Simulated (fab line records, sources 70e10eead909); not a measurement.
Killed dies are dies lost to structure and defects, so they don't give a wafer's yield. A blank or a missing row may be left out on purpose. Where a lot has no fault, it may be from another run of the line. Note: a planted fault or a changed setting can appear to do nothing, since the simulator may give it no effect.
Chamber matching -- flow nand-harc -- ald-hk-04 running NHARC_A_WL_FILL_ALD_10: 4 sister chambers
The step deposits SiO2, target thk 50 nm, pulse time 10 s, ald cycles 500. 4 wafers are shown with their chamber, then 7 later ones without.

== EACH WAFER AND ITS CHAMBER ==
wafer,chamber,heater-power-w (W)
L454.5,0,442
L464.5,1,499
L466.3,3,606
L466.5,2,508

== WAFERS WITH NO CHAMBER GIVEN ==
wafer,heater-power-w (W)
L466.6,492
L468.1,480
L468.2,578
L468.5,434
L471.1,468
L471.4,496
L471.6,488

== WHICH CHAMBER EACH WENT THROUGH ==
wafer,from the rows above,in truth
L466.6,can't be placed: 1 or 2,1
L468.1,can't be placed: 1 or 2 or 0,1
L468.2,3,3
L468.5,0,0
L471.1,can't be placed: 0 or 1 or 2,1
L471.4,can't be placed: 1 or 2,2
L471.6,can't be placed: 1 or 2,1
Correct placement for 2 of the 7. Can't be placed from these rows: 5 (the true chamber is among the candidates in 5). 0 placed wrongly.
How it was worked out, from the rows above alone: a wafer's distance from a chamber is the root of the sum, over the readings, of the square of ((its reading less the chamber's mean) divided by the reading's scatter). If the next closest chamber is less than 2 further off than the closest, the wafer can't be placed; otherwise it belongs to the closest. For every chamber, the mean is computed from those of its wafers that are shown. The scatter: with one shown wafer a chamber, the root of the mean of the squares of how far each hidden wafer lies from its nearest shown one.
